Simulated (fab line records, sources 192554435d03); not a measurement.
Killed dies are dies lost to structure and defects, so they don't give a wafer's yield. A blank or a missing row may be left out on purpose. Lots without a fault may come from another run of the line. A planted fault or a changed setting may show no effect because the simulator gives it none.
One fault seen from 2 desks | flow n5_finfet | each desk has only its own numbers; what lay behind them comes last

THE TOOL OWNER'S DESK: rie_si-03
The tool's own readings at N5_FIN_SAQP_FIN_ETCH_36 (etches the open film in HBr/Cl2/O2, target depth 120 nm, time 50.4 s): means of the sampled wafers that have a number, for each lot that ran on this tool. A lot is out of limits, marked OUT, if its mean lies more than 4 standard deviations from the usual mean; the brackets give that distance.
Columns: A = drypump_motor_current_A at N5_FIN_SAQP_FIN_ETCH_36, usual 5.7 A; B = oes_o_777_au at N5_FIN_SAQP_FIN_ETCH_36, usual 0.98 a.u.; C = oes_product_au at N5_FIN_SAQP_FIN_ETCH_36, usual 0.992 a.u.; D = rf_fwd_power_W at N5_FIN_SAQP_FIN_ETCH_36, usual 796.6 W; E = throttle_valve_pct at N5_FIN_SAQP_FIN_ETCH_36, usual 36.0 %
lot  | first seen here | A   | B               | C     | D               | E
L691 | day 2 08:45     | 5.9 | 0.94            | 0.961 | 796.4           | 36.3
L694 | day 3 05:37     | 5.9 | 0.98            | 0.968 | 798.6           | 36.1
L700 | day 4 17:51     | 5.9 | 0.79 (-4.0) OUT | 0.941 | 734.3 (-25) OUT | 36.4
This desk's finding: out of limits on L700; first on L700, day 4 17:51 (oes_o_777_au at N5_FIN_SAQP_FIN_ETCH_36). In limits: L691, L694.

THE METROLOGY DESK
What the gauges read, lot by lot, whatever tool the lot ran on: means of the sampled wafers that have a number. A lot is out of limits, marked OUT, if its mean lies more than 4 standard deviations from the usual mean; the brackets give that distance. Of its 11 readings 7 are shown: those that lie furthest out on some lot.
Columns: A = trench_depth_nm at N5_FIN_SAQP_OCD_MEAS_76, usual 119.2 nm; B = DIBL_P at N5_BEOL_M4_RC_MEAS_101, usual 36.1 mV/V; C = ION_N at N5_BEOL_M4_RC_MEAS_101, usual 675 uA/um; D = ION_P at N5_BEOL_M4_RC_MEAS_101, usual 464 uA/um; E = SS_N at N5_BEOL_M4_RC_MEAS_101, usual 71.5 mV/dec; F = SS_P at N5_BEOL_M4_RC_MEAS_101, usual 73.3 mV/dec; G = VT_N at N5_BEOL_M4_RC_MEAS_101, usual 249 mV
lot  | first seen here | A     | B    | C   | D   | E    | F    | G
L691 | day 2 08:58     | 117.7 | 35.3 | 667 | 455 | 71.5 | 72.8 | 251
L692 | day 2 14:58     | 117.7 | 35.0 | 680 | 468 | 71.8 | 73.1 | 252
L694 | day 3 05:50     | 118.4 | 35.6 | 679 | 467 | 71.4 | 72.8 | 249
L700 | day 4 18:04     | 113.7 | 36.7 | 682 | 471 | 71.5 | 73.3 | 246
L707 | day 6 12:08     | 123.0 | 37.4 | 671 | 458 | 72.0 | 73.6 | 251
L708 | day 6 18:02     | 120.3 | 37.8 | 688 | 466 | 72.1 | 73.8 | 246
L709 | day 6 22:23     | 120.5 | 38.9 | 673 | 463 | 72.1 | 74.5 | 249
L711 | day 7 08:19     | 118.1 | 35.6 | 669 | 456 | 71.2 | 72.8 | 250
L713 | day 7 20:38     | 118.8 | 36.4 | 683 | 470 | 71.2 | 73.1 | 246
This desk's finding: nothing out of limits on any of the 9 lots.

PUT TOGETHER
The tool owner's desk could have raised an alarm at day 4 17:51, on L700.
The metrology desk saw nothing out of limits.
The metrology desk has L700 on record, within its limits.
Of the lots named, all ran N5_FIN_SAQP_FIN_ETCH_36 on rie_si-03.

WHAT THE SIMULATOR HAD PUT IN
Process parameter drift: rie_si-03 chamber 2, from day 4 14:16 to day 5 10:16, at N5_FIN_SAQP_FIN_ETCH_36. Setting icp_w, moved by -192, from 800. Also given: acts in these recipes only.
Lots struck among those shown: L700.
Hours from the fault's start to each desk's first reading out of limits: the tool owner's desk, 4.
